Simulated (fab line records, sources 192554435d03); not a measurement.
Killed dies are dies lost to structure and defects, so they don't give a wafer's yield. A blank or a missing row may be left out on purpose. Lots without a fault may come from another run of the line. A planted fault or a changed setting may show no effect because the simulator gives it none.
Which tool did it? | flow n5_finfet | 8 lots, 23 wafers sampled, at 4 steps of a route of 1938

WHAT THE GAUGES READ, wafer by wafer
N5_SD_EPI_N_INSPECT_26: inspects for defects (darkfield).
lot  | measured    | on                | raw_defect_count
L992 | day 3 18:12 | defect_inspect-02 | 199 202 233
L993 | day 3 23:17 | defect_inspect-01 | 134 129 132
L101 | day 6 02:05 | defect_inspect-02 | 330 274
L102 | day 6 09:20 | defect_inspect-02 | 229 234 173
L103 | day 6 17:38 | defect_inspect-02 | 802 695 747
L104 | day 6 19:41 | defect_inspect-01 | 270 250 300
L106 | day 7 14:53 | defect_inspect-01 | 722 744 783
L113 | day 8 23:36 | defect_inspect-01 | 280 219 255

WHICH TOOL RAN EACH LOT (tool, then ch and the chambers of the sampled wafers, then the start)
lot  | N5_SPACER0_ALD_07                | N5_SD_EPI_N_ETCH_35               | N5_SD_EPI_N_ETCH_45
L992 | ald_sin-04 ch 1,2,3, day 3 13:20 | rie_diel-05 ch 0,2,3, day 3 14:21 | rie_diel-05 ch 0,2,3, day 3 14:46
L993 | ald_sin-03 ch 0,2,3, day 3 18:11 | rie_diel-04 ch 0,1,2, day 3 19:25 | rie_diel-04 ch 0,1,2, day 3 19:50
L101 | ald_sin-03 ch 2, day 5 21:02     | rie_diel-05 ch 0,3, day 5 22:14   | rie_diel-05 ch 0,3, day 5 22:40
L102 | ald_sin-01 ch 0,2,3, day 6 03:36 | rie_diel-05 ch 0,3, day 6 05:17   | rie_diel-05 ch 0,3, day 6 05:43
L103 | ald_sin-03 ch 1,2,3, day 6 11:44 | rie_diel-05 ch 0,1,2, day 6 12:59 | rie_diel-05 ch 0,1,2, day 6 13:25
L104 | ald_sin-01 ch 1,2,3, day 6 14:38 | rie_diel-04 ch 0,1, day 6 15:40   | rie_diel-04 ch 0,1, day 6 16:05
L106 | ald_sin-03 ch 2,3, day 7 09:53   | rie_diel-05 ch 0,2,3, day 7 11:02 | rie_diel-05 ch 0,2,3, day 7 11:28
L113 | ald_sin-03 ch 0,2,3, day 8 17:15 | rie_diel-04 ch 0,1, day 8 18:59   | rie_diel-04 ch 0,1, day 8 19:25
- N5_SPACER0_ALD_07: deposits SiNx, target thk 2 nm.
- N5_SD_EPI_N_ETCH_35: etches SOC in N2/H2, overetch 108 nm, time 486 s.
- N5_SD_EPI_N_ETCH_45: etches SiOCN in CH3F/O2, target depth 6 nm.

THE ANSWER, worked out from the rows above alone
Rule: what is usual is taken from the lots themselves. Put in order of their means at a reading, lots are off if they are a third of the lots or fewer, leave a main group of 4 or more, and stand apart from it by a gap of 3 or more times the standard deviation of the main group's means; of several such gaps the widest counts. A main group whose means are all the same, to the digits that the tables above print for the reading, isn't used. A lot without any number at a reading at which 4 lots or more have one is off too. The other lots that the step has rows for count as sound.
Off: L103, L106, at N5_SD_EPI_N_INSPECT_26 (raw_defect_count). The main group: mean 230, standard deviation 55.
A tool fits if, at a process step before that reading, it ran every lot that is off, and no sound lot after the first of them. The gauges at N5_SD_EPI_N_INSPECT_26 are tried like those tools. One fits: rie_diel-05 at N5_SD_EPI_N_ETCH_35 and N5_SD_EPI_N_ETCH_45. At N5_SD_EPI_N_ETCH_35 its last sound lot is L102 (day 6 05:17), its first lot that is off L103 (day 6 12:59): a fault that began between those two fits.

WHAT THE SIMULATOR HAD PUT IN
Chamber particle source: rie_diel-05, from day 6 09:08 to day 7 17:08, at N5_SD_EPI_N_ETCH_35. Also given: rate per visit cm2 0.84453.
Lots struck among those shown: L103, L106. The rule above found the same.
